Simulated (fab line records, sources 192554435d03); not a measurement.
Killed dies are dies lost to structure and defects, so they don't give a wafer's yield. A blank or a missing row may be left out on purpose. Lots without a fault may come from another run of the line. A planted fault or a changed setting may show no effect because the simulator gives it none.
Chamber matching | flow n5_finfet | N5_SDB_ALD_29 on ald_sin-04: 4 sister chambers
The step deposits SiNx, target thk 30 nm, pulse time 1 s, ald cycles 600. 8 wafers are shown with their chamber, then 8 later ones without.

WAFERS WITH THEIR CHAMBER
wafer  | chamber | heater_power_w (W) | precursor_pulse_height_rel
L082.6 | 1       | 778                | 1.017
L083.2 | 0       | 929                | 1.022
L083.5 | 3       | 666                | 0.965
L083.6 | 2       | 889                | 0.989
L088.2 | 2       | 877                | 1.016
L088.5 | 1       | 784                | 1.027
L088.6 | 0       | 924                | 1.024
L091.2 | 3       | 686                | 0.960

WAFERS WITHOUT THEIR CHAMBER
wafer  | heater_power_w (W) | precursor_pulse_height_rel
L091.5 | 918                | 1.013
L091.6 | 757                | 1.003
L094.1 | 674                | 0.999
L094.4 | 881                | 0.991
L094.5 | 776                | 0.987
L095.1 | 680                | 0.979
L095.3 | 926                | 0.984
L095.4 | 765                | 1.018

WHICH CHAMBER EACH WENT THROUGH
wafer  | from the rows above     | in truth
L091.5 | 0                       | 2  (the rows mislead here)
L091.6 | 1                       | 1
L094.1 | 3                       | 3
L094.4 | 2                       | 2
L094.5 | 1                       | 1
L095.1 | 3                       | 3
L095.3 | can't be placed: 0 or 2 | 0
L095.4 | 1                       | 1
Placed correctly: 6 of 8. Can't be placed from these rows: 1 (the true chamber is among the candidates in 1). Placed wrongly: 1.
How it was worked out, from the rows above alone: a wafer's distance from a chamber is the root of the sum, over the readings, of the square of ((its reading less the chamber's mean) divided by the reading's scatter). The wafer belongs to the nearest chamber; if the next one is less than 2 further off, it can't be placed. A chamber's mean is the mean of its shown wafers. The scatter: the root of (the sum of the squares of (reading less its chamber's mean) over the shown wafers, divided by (wafers less chambers)).
